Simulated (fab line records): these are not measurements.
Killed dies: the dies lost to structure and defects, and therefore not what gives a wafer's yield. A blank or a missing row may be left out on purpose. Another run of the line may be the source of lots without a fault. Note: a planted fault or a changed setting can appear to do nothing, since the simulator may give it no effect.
Matching of chambers / flow n5 finfet / 4 sister chambers for N5_GATE_CUT_HM_OPEN_40 on rie diel-05
The step chemistry C4F6/O2, target SiO2, target depth 139 nm, time 85.1 s. 4 wafers are shown with their chamber, then 8 later ones without.

== WAFERS, EACH WITH ITS CHAMBER ==
wafer=L087.2; chamber=1; rf vpp V (V)=676
wafer=L087.3; chamber=3; rf vpp V (V)=673
wafer=L087.4; chamber=2; rf vpp V (V)=642
wafer=L088.2; chamber=0; rf vpp V (V)=696

== WAFERS MISSING THEIR CHAMBER ==
wafer=L088.5; rf vpp V (V)=672
wafer=L088.6; rf vpp V (V)=696
wafer=L090.1; rf vpp V (V)=645
wafer=L090.2; rf vpp V (V)=676
wafer=L090.3; rf vpp V (V)=673
wafer=L092.1; rf vpp V (V)=644
wafer=L092.4; rf vpp V (V)=694
wafer=L092.6; rf vpp V (V)=677

== CHAMBER TAKEN BY EACH ==
wafer=L088.5; from the rows above=can't be placed: 3 or 1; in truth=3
wafer=L088.6; from the rows above=0; in truth=0
wafer=L090.1; from the rows above=2; in truth=2
wafer=L090.2; from the rows above=can't be placed: 1 or 3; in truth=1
wafer=L090.3; from the rows above=can't be placed: 3 or 1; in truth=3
wafer=L092.1; from the rows above=2; in truth=2
wafer=L092.4; from the rows above=0; in truth=0
wafer=L092.6; from the rows above=can't be placed: 1 or 3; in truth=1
Correctly placed: 4 of 8. Unplaceable from these rows: 4, with the true chamber sitting among the candidates in 4. 0 placed wrongly.
How it was worked out, from the rows above alone: a wafer's distance from a chamber is the root of the sum, over the readings, of the square of ((its reading less the chamber's mean) divided by the reading's scatter). The wafer belongs to the nearest chamber; if the next one is less than 2 further off, it can't be placed. For every chamber, the mean is computed from those of its wafers that are shown. The scatter (one wafer shown for each chamber): square how far every hidden wafer sits from the nearest shown wafer, average those squares and take the square root.
